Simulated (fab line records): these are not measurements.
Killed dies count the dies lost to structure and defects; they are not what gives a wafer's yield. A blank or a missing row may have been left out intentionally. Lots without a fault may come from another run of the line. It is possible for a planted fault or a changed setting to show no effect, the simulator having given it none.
Chamber matching	flow n5Finfet	N5_BEOL_M11_DESCUM_16 on rieDiel-02: 4 sister chambers
The step chemistry O2, time 7.9 s. 14 wafers are shown with their chamber, then 7 later ones without.

## EACH WAFER AND ITS CHAMBER
wafer	chamber	showerheadPlenumPTorr (Torr)	drypumpMotorCurrentA (A)	throttleValvePct (%)
L076.2	1	2.11	4.8	20.9
L076.5	3	2.22	5.4	20.2
L076.6	2	1.98	5.8	20.7
L078.1	3	2.22	5.4	20.2
L078.4	0	2.00	5.8	20.4
L078.6	0	2.00	5.8	20.4
L081.1	2	1.97	5.9	20.7
L081.2	3	2.21	5.4	20.2
L081.6	0	2.00	5.8	20.4
L080.2	2	1.97	5.9	20.7
L080.4	3	2.21	5.4	20.2
L080.5	2	1.97	5.8	20.8
L084.1	1	2.10	4.9	21.0
L084.3	0	2.00	5.8	20.4

SIGNATURES (averages over the wafers above)
reading	chamber 0	chamber 1	chamber 2	chamber 3	scatter within a chamber
showerheadPlenumPTorr	2.0000	2.1050	1.9725	2.2150	0.00474
drypumpMotorCurrentA	5.800	4.850	5.850	5.400	0.0387
throttleValvePct	20.400	20.950	20.725	20.200	0.0354
Rule: a wafer's distance from a chamber is the root of the sum, over the readings, of the square of ((its reading less the chamber's mean) divided by the reading's scatter). If the next closest chamber is less than 2 further off than the closest, the wafer can't be placed; otherwise it belongs to the closest. The scatter is the square root of a quotient: the sum, over the shown wafers, of each reading's squared deviation from its chamber's mean, divided by wafers minus chambers.

## WAFERS MISSING THEIR CHAMBER
wafer	showerheadPlenumPTorr (Torr)	drypumpMotorCurrentA (A)	throttleValvePct (%)
L084.5	2.10	4.8	21.0
L087.1	2.23	5.8	20.5
L087.2	2.10	4.8	21.0
L087.6	2.20	5.4	20.2
L090.2	2.10	4.8	21.0
L090.3	2.23	5.8	20.5
L090.6	2.23	5.8	20.5

## CHAMBER TAKEN BY EACH
wafer	from the rows above	in truth
L084.5	1	1
L087.1	3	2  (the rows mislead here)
L087.2	1	1
L087.6	3	3
L090.2	1	1
L090.3	3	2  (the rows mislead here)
L090.6	3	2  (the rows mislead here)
Correctly placed: 4 of 7. From these rows, 0 cannot be placed. 3 placed wrongly.
